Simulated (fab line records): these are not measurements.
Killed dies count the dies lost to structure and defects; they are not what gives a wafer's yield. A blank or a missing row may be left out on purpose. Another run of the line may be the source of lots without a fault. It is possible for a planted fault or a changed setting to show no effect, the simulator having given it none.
Struck lot and sound lot, side by side | flow nand harc | 13 out of 1302 route steps
Sound: wafers L886.1, L886.5, L886.6. Wafers struck: L872.2, L872.3, L872.4. The cause is given at the end.
For every step that has rows: the tool of each side, followed by ch and its chambers, followed by its first start. Under that, the readings that differ: sound wafers | struck wafers | difference of the means | sigmas: that difference in standard deviations of wafers without a fault.
alike: same words and numbers on both sides, and readings whose means sit less than 2 such deviations apart. not compared: any withheld reading, any reading some wafer has no value for, any bound like >300 that may hide the same value, and any number with overlapping values for which the record gives no deviation.
The two part at a step that has a row with sigmas, a row that says differs or no value, or rows on one side only. Numbers that don't overlap but have no deviation are shown without sigmas and don't part them. A reading that every wafer of one side lacks parts them only if that side has two wafers or more.

NHARC_A_STAIRCASE_STRIP_274: strips in O2.
  sound: rie diel-02 ch 1,2; struck: rie diel-02 ch 0,1,3
  alike: drypump motor current A, oes product au, rf vpp V, showerhead plenum p Torr, throttle valve pct
  not compared: rf hours counter h
then, 3 steps without rows for these wafers: NHARC_A_STAIRCASE_STRIP_275 (strips in SPM, time 900 s); NHARC_A_STAIRCASE_PRECLEAN_276 (cleans in SC1); NHARC_A_STAIRCASE_SRD_277.
NHARC_A_STAIRCASE_HM_DEP_459: deposits aC, target thk 1500 nm.
  sound on acl dep-03 ch 0, day 25 18:58; struck on acl dep-02 ch 0, day 20 09:48
  alike: throttle valve pct
NHARC_A_STAIRCASE_DEP_280: deposits SiON, target thk 30 nm.
  sound on pecvd-04 ch 0,1,2, day 25 20:51; struck on pecvd-04 ch 0,2, day 20 11:26
  alike: heater power w
then, 5 steps without rows for these wafers: NHARC_A_STAIRCASE_DEHYDRATE_281 (time 120 s); NHARC_A_STAIRCASE_HMDS_282 (time 30 s); NHARC_A_STAIRCASE_COAT_283; NHARC_A_STAIRCASE_SOFTBAKE_284 (time 170 s); NHARC_A_STAIRCASE_EBR_285.
NHARC_A_STAIRCASE_EXPOSE_286: exposes mask CHOP 100.
  sound on krf scanner-01 ch 0, day 25 21:20; struck on krf scanner-02, day 20 12:01
  no value came back on the struck wafers for exposure dose mJ cm2, focus offset nm (nm), reticle temp C (C); on the sound wafers exposure dose mJ cm2 reads 25.030 25.024 24.992
  alike: mask
then, 1 step without rows for these wafers: NHARC_A_STAIRCASE_PEB_287 (peb time 130 s).

WHERE THEY PART
NHARC_A_STAIRCASE_EXPOSE_286 only, going by this record.

WHY: whatever the simulator had introduced
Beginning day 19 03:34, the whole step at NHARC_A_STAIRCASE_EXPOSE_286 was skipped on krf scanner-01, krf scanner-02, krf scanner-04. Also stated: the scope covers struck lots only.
